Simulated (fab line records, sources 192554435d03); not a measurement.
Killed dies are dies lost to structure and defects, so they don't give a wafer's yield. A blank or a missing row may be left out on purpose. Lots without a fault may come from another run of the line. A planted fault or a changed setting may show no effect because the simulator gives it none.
Chamber matching | flow n5_finfet | N5_BEOL_M11_ETCH_61 on rie_diel-06: 4 sister chambers
The step etches SiARC in CF4, target depth 39 nm, time 65 s. 4 wafers are shown with their chamber, then 7 later ones without.

WAFERS WITH THEIR CHAMBER
wafer  | chamber | showerhead_plenum_p_Torr (Torr)
L398.5 | 0       | 2.04
L417.5 | 1       | 2.25
L415.1 | 3       | 2.21
L415.2 | 2       | 2.10

WAFERS WITHOUT THEIR CHAMBER
wafer  | showerhead_plenum_p_Torr (Torr)
L415.5 | 2.24
L414.2 | 2.10
L414.3 | 2.21
L414.4 | 2.21
L418.1 | 2.03
L418.3 | 2.20
L418.4 | 2.10

WHICH CHAMBER EACH WENT THROUGH
wafer  | from the rows above | in truth
L415.5 | 1                   | 1
L414.2 | 2                   | 2
L414.3 | 3                   | 3
L414.4 | 3                   | 3
L418.1 | 0                   | 0
L418.3 | 3                   | 3
L418.4 | 2                   | 2
Placed correctly: 7 of 7. Can't be placed from these rows: 0. Placed wrongly: 0.
How it was worked out, from the rows above alone: a wafer's distance from a chamber is the root of the sum, over the readings, of the square of ((its reading less the chamber's mean) divided by the reading's scatter). The wafer belongs to the nearest chamber; if the next one is less than 2 further off, it can't be placed. A chamber's mean is the mean of its shown wafers. The scatter: with one shown wafer a chamber, the root of the mean of the squares of how far each hidden wafer lies from its nearest shown one.
